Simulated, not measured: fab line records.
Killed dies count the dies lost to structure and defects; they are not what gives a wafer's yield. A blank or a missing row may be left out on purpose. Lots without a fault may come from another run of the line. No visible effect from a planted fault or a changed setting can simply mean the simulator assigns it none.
Chamber matching :: flow nand_harc :: 3 sister chambers for NHARC_A_STAIRCASE_DEP_156 on pecvd-01
The step deposits SiNx, target thk 50 nm. 14 wafers are shown with their chamber, then 7 later ones without.

WAFERS WITH THEIR CHAMBER
wafer: L074.1
chamber: 0
heater_power_w (W): 571
susceptor_temp_C (C): 400.04

wafer: L074.3
chamber: 1
heater_power_w (W): 675
susceptor_temp_C (C): 400.00

wafer: L074.5
chamber: 2
heater_power_w (W): 912
susceptor_temp_C (C): 399.87

wafer: L077.2
chamber: 2
heater_power_w (W): 887
susceptor_temp_C (C): 400.33

wafer: L077.4
chamber: 2
heater_power_w (W): 851
susceptor_temp_C (C): 400.19

wafer: L077.5
chamber: 0
heater_power_w (W): 674
susceptor_temp_C (C): 399.95

wafer: L080.4
chamber: 2
heater_power_w (W): 782
susceptor_temp_C (C): 399.89

wafer: L080.5
chamber: 1
heater_power_w (W): 616
susceptor_temp_C (C): 400.04

wafer: L080.6
chamber: 0
heater_power_w (W): 728
susceptor_temp_C (C): 399.67

wafer: L082.1
chamber: 1
heater_power_w (W): 586
susceptor_temp_C (C): 399.55

wafer: L082.4
chamber: 2
heater_power_w (W): 805
susceptor_temp_C (C): 399.74

wafer: L082.5
chamber: 1
heater_power_w (W): 594
susceptor_temp_C (C): 399.77

wafer: L085.1
chamber: 0
heater_power_w (W): 610
susceptor_temp_C (C): 399.88

wafer: L085.2
chamber: 2
heater_power_w (W): 900
susceptor_temp_C (C): 400.07

SIGNATURES (means of the wafers above)
reading: heater_power_w
chamber 0: 645.75
chamber 1: 617.75
chamber 2: 856.17
scatter within a chamber: 55.1

reading: susceptor_temp_C
chamber 0: 399.8850
chamber 1: 399.8400
chamber 2: 400.0150
scatter within a chamber: 0.208
Rule: for each reading, subtract the chamber's mean from the wafer's reading, divide by that reading's scatter and square the result; add these up over the readings and take the root, which gives the wafer's distance from the chamber. The wafer belongs to the nearest chamber; if the next one is less than 2 further off, it can't be placed. The scatter is the square root of a quotient: the sum, over the shown wafers, of each reading's squared deviation from its chamber's mean, divided by wafers minus chambers.

WAFERS WITH NO CHAMBER GIVEN
wafer: L085.5
heater_power_w (W): 652
susceptor_temp_C (C): 400.31

wafer: L093.2
heater_power_w (W): 766
susceptor_temp_C (C): 400.23

wafer: L093.5
heater_power_w (W): 659
susceptor_temp_C (C): 400.18

wafer: L093.6
heater_power_w (W): 594
susceptor_temp_C (C): 400.10

wafer: L096.3
heater_power_w (W): 660
susceptor_temp_C (C): 400.15

wafer: L096.4
heater_power_w (W): 597
susceptor_temp_C (C): 400.25

wafer: L096.6
heater_power_w (W): 663
susceptor_temp_C (C): 399.92

CHAMBER TAKEN BY EACH
wafer: L085.5
from the rows above: can't be placed: 0 or 1 or 2
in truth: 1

wafer: L093.2
from the rows above: can't be placed: 2 or 0 or 1
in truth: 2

wafer: L093.5
from the rows above: can't be placed: 0 or 1
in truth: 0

wafer: L093.6
from the rows above: can't be placed: 1 or 0
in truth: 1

wafer: L096.3
from the rows above: can't be placed: 0 or 1
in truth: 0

wafer: L096.4
from the rows above: can't be placed: 0 or 1
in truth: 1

wafer: L096.6
from the rows above: can't be placed: 0 or 1
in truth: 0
Correct placement for 0 of the 7. Cannot be placed on the basis of these rows: 7; the candidates contain the true chamber in 7. 0 placed wrongly.
